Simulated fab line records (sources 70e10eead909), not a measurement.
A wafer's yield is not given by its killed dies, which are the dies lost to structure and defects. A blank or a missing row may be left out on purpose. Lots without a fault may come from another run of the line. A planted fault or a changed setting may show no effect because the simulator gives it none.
Matching of chambers + flow nandHarc + NHARC_A_WL_FILL_ALD_02 on aldMetal-02 has 4 sister chambers
The step deposits TiN, target thk 2 nm, pulse time 3 s, ald cycles 100. 4 wafers are shown with their chamber, then 9 later ones without.

== WAFERS, EACH WITH ITS CHAMBER ==
| wafer  | chamber | heaterPowerW (W) |
|--------|---------|------------------|
| L083.1 | 3       | 1038             |
| L083.4 | 2       | 1192             |
| L087.5 | 0       | 1000             |
| L087.6 | 1       | 1073             |

== WAFERS WHOSE CHAMBER IS MISSING ==
| wafer  | heaterPowerW (W) |
|--------|------------------|
| L093.1 | 1082             |
| L093.5 | 1233             |
| L093.6 | 951              |
| L096.2 | 1071             |
| L096.3 | 951              |
| L096.5 | 927              |
| L095.3 | 1053             |
| L095.5 | 942              |
| L095.6 | 1262             |

== WHICH CHAMBER EACH ONE RAN IN ==
| wafer  | from the rows above          | in truth |
|--------|------------------------------|----------|
| L093.1 | can't be placed: 1 or 3 or 0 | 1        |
| L093.5 | 2                            | 2        |
| L093.6 | can't be placed: 0 or 3 or 1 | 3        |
| L096.2 | can't be placed: 1 or 3 or 0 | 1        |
| L096.3 | can't be placed: 0 or 3 or 1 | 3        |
| L096.5 | can't be placed: 0 or 3 or 1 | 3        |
| L095.3 | can't be placed: 3 or 1 or 0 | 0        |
| L095.5 | can't be placed: 0 or 3 or 1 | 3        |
| L095.6 | 2                            | 2        |
Placed correctly: 2 of 9. Can't be placed from these rows: 7 (the true chamber is among the candidates in 7). Number placed wrongly: 0.
How it was worked out, from the rows above alone: a wafer's distance from a chamber is the root of the sum, over the readings, of the square of ((its reading less the chamber's mean) divided by the reading's scatter). The wafer belongs to the nearest chamber; if the next one is less than 2 further off, it can't be placed. For every chamber, the mean is computed from those of its wafers that are shown. The scatter: root of mean squared gap, hidden wafer to nearest shown wafer, with one shown wafer a chamber.
